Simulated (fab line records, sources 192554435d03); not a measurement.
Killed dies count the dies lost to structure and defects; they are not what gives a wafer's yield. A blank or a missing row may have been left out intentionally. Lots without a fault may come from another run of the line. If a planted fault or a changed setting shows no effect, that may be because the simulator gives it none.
Problem report in the 8D (eight disciplines) form, filled by code :: flow n5Finfet :: the parts of the form that need people (team, actions taken, sign-off) are left out

1. WHAT WENT WRONG
Wafers without a fault read 81.3 s, standard deviation 0.57; runLengthS at N5_BEOL_M0_SAQP_PECVD_96 reads a mean of 75.0 s on 3 wafers belonging to 2 lots. That puts it -11 standard deviations away from the usual mean.
The step: deposits a-Si from SiH4/He, target thk 45 nm, time 45.2 s.
First seen on wafer L535.1, day 9 09:51, on pecvd-04. At this step, 24 wafers from 8 lots have a number in the record. The rule behind "out" and "out of limits": a value lying over 4 standard deviations away from the usual mean. The other wafers with a number count as sound.

2. WHAT IT IS AND WHAT IT IS NOT
question: which readings at this step
is: runLengthS
is not: heaterPowerW, showerheadPlenumPTorr

question: which lots
is: L535, L536
is not: L525, L528, L530, L538, L541, L542

question: which wafers of those lots
is: L535.1, L536.3, L536.6
is not: L535.2, L535.4, L536.4

question: read on which tools
is: pecvd-04
is not: pecvd-02, pecvd-03

question: when
is: from day 9 09:51
is not: up to then (11 sound wafers); but 10 sound wafers of L536, L538, L541, L542 came after

3. WHAT RULES OUT EACH SUSPECT
Counting: if a tool at a process step up to the reading ran every lot that is out, it stays a suspect. Sound lots after the first of them don't rule it out here, since some wafers of a struck lot are sound.
- rieDiel-03 at N5_MOL_CONTACT_COAG_ETCH_66 (etches SiARC in CF4, target depth 13 nm, time 21.7 s): kept. It ran every lot that is out, first L535 (day 9 03:54).
- plasmaAsher-01 at N5_MOL_CONTACT_COAG_STRIP_49 (strips in N2/H2, time 30 s): kept. It ran every lot that is out, first L535 (day 9 04:31); its last sound lot up to then is L528 (day 7 08:55).
- pecvd-04 at N5_BEOL_M0_SAQP_PECVD_03 (deposits SiCN from 3MS/NH3, target thk 12 nm, time 21.1 s): kept. It ran every lot that is out, first L535 (day 9 09:49); its last sound lot up to then is L530 (day 8 03:41).
- pecvd-04 at N5_BEOL_M0_SAQP_PECVD_96 (deposits a-Si from SiH4/He, target thk 45 nm, time 45.2 s): kept. It ran every lot that is out, first L535 (day 9 09:51); its last sound lot up to then is L530 (day 8 03:43). Its own readings are out on those wafers: runLengthS.
Left after counting: rieDiel-03 at N5_MOL_CONTACT_COAG_ETCH_66, plasmaAsher-01 at N5_MOL_CONTACT_COAG_STRIP_49, pecvd-04 at N5_BEOL_M0_SAQP_PECVD_03, pecvd-04 at N5_BEOL_M0_SAQP_PECVD_96.

4. THE CAUSE (what the simulator had put in)
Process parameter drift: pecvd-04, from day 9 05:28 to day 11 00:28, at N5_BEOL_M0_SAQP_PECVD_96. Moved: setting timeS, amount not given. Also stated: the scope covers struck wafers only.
This tool is one of the 4 suspects left after counting.

5. THE EFFECT CHAIN, in route order
Each row: a reading whose mean over the struck wafers that have a number lies more than 3 standard deviations from the usual. Only readings for which the record gives a usual standard deviation are gone through. hours: the time from each lot's start at the first step in this table that gives one to its start at this step, as a median over the lots. sigmas: the change in usual standard deviations.
hours: 0
step: N5_BEOL_M0_SAQP_PECVD_96
reading: runLengthS
usual: 81.3 s
on struck wafers: 75.0
change: -6.3
sigmas: -11

hours: 3
step: N5_BEOL_M0_SAQP_MANDREL_ETCH_103
reading: oesProductAu
usual: 0.677 a.u.
on struck wafers: 0.628
change: -0.049
sigmas: -3.7
Its process steps:
- N5_BEOL_M0_SAQP_PECVD_96: deposits a-Si from SiH4/He, target thk 45 nm, time 45.2 s.
- N5_BEOL_M0_SAQP_MANDREL_ETCH_103: etches a-Si in HBr/Cl2, stops on SiCN, target depth 45 nm, bt time 10 s, time 27 s.
Readings that are blank on the struck wafers while sound wafers have them: rfFwdPowerW at N5_BEOL_M0_SAQP_PECVD_96.
At these later measuring or inspecting steps, every struck wafer for which the step has a row has a number for every such reading, and none has moved that far: N5_BEOL_M4_RC_MEAS_101.

6. HOW IT WOULD HAVE BEEN CAUGHT EARLIER
4 hours passed between the start of the fault at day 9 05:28 and the first reading out of limits in this record, taken at day 9 09:51.
